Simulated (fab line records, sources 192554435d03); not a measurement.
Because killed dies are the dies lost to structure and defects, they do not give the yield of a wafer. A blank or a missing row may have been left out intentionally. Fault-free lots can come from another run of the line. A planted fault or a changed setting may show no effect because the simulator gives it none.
Lot-split experiment    flow n5-finfet    21 wafers read across 7 lots, on a route 1938 steps long

== ON THE SPLIT ==
At N5_BEOL_M7_COAT_05 (resist thk 90 nm), the setting spin-rpm was moved away from the recipe's 1500 rpm on 6 of the 21 wafers read, by -11.0% to -4.1%. The other wafers ran this setting at the recipe's value.

== FROM THE SPLIT TO THE READING: what the file shows between them, 2 steps ==
- N5_BEOL_M7_EBR_07
- N5_BEOL_M7_SOFTBAKE_06: time 60 s

== THE READING ==
CAR-ArF_of_BEOL_M7_COAT_05.thk-nm (the simulator's own value, which no gauge read), in nm, at N5_BEOL_M7_DESCUM_16 (chemistry O2, time 7.9 s). The file does not state a usual value for it. The 15 wafers here that ran the recipe average 83.4 nm, standard deviation 0.18 nm.

wafer   tool, chamber at the split  spin-rpm as run, rpm  against the recipe  CAR-ArF_of_BEOL_M7_COAT_05.thk-nm, nm  against lot-mates on the recipe
L076.2  litho-track-05, 0           1500                  recipe              83.4                                   -
L076.3  litho-track-05, 0           1500                  recipe              83.6                                   -
L076.4  litho-track-05, 0           1500                  recipe              83.2                                   -
L079.1  litho-track-05, 0           1500                  recipe              83.4                                   -
L079.3  litho-track-05, 0           1500                  recipe              83.4                                   -
L079.5  litho-track-05, 0           1500                  recipe              83.4                                   -
L078.1  litho-track-03, 0           1500                  recipe              83                                     -
L078.2  litho-track-03, 0           1500                  recipe              83.4                                   -
L078.5  litho-track-03, 0           1500                  recipe              83.6                                   -
L080.3  litho-track-01, 0           1438                  -4.1%               85.8                                   +2.0
L080.5  litho-track-01, 0           1438                  -4.1%               85.6                                   +1.8
L080.6  litho-track-01, 0           1500                  recipe              83.8                                   -
L085.2  litho-track-05, 0           1420                  -5.3%               86                                     no lot-mate on the recipe
L085.4  litho-track-05, 0           1420                  -5.3%               85.8                                   no lot-mate on the recipe
L085.5  litho-track-05, 0           1420                  -5.3%               85.8                                   no lot-mate on the recipe
L087.1  litho-track-01, 0           1500                  recipe              83.4                                   -
L087.6  litho-track-01, 0           1500                  recipe              83.4                                   -
L087.2  litho-track-01, 0           1335                  -11.0%              88.8                                   +5.4
L091.1  litho-track-01, 0           1500                  recipe              83.4                                   -
L091.4  litho-track-01, 0           1500                  recipe              83.4                                   -
L091.2  litho-track-01, 0           1500                  recipe              83.6                                   -

FIT RESULTS
A straight line over all 21 wafers: CAR-ArF_of_BEOL_M7_COAT_05.thk-nm changes by -0.485 nm for each +1% of spin-rpm; r = -0.99; the points scatter about the line by 0.2 nm.
The same after taking each lot's own level away (the mean of its wafers on the recipe; 18 wafers): -0.485 nm for each +1%; r = -0.99; scatter 0.15 nm.
According to that fit, moving spin-rpm by its largest amount changes the reading by 5.3 nm.
From 83.33 to 83.80 nm: that is the span of the lots' own levels, equal to 2.6 times the standard deviation above.
The two slopes are in agreement: the lot-to-lot level therefore moves the slope only a little.
Check: +5.06 nm against its lot-mates is what the line predicts for one of the wafers moved furthest among these (-11.0%) when that wafer is left out of the fit. Against them it came out at +5.4 nm.

== OTHER SPLITS ON THESE WAFERS ==
Before the reading, these wafers also passed through other splits. Each is held against what the fit with the lots' levels taken away leaves over:
other split on the same wafers  wafers away from the commonest value  r with CAR-ArF_of_BEOL_M7_COAT_05.thk-nm (lot level and that fit taken away)
N5_BEOL_M6_COAT_64 spin-rpm     6                                     +0.18

== THE WHOLE CHAIN: every reading that the file lists as answering this split, in the file's order ==
step                  what it does              reading                                                                             change (the file's fit)                r (the file's)
N5_BEOL_M7_COAT_05    resist thk 90 nm          CAR-ArF_of_BEOL_M7_COAT_05.thk-nm (the simulator's own value, which no gauge read)  -0.479 nm for each +1% of the setting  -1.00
N5_BEOL_M7_DESCUM_16  chemistry O2, time 7.9 s  CAR-ArF_of_BEOL_M7_COAT_05.thk-nm (the simulator's own value, which no gauge read)  -0.487 nm for each +1% of the setting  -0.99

== FILE'S OWN FIT ==
CAR-ArF_of_BEOL_M7_COAT_05.thk-nm changes by -0.487 nm for each +1% of spin-rpm, r = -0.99.
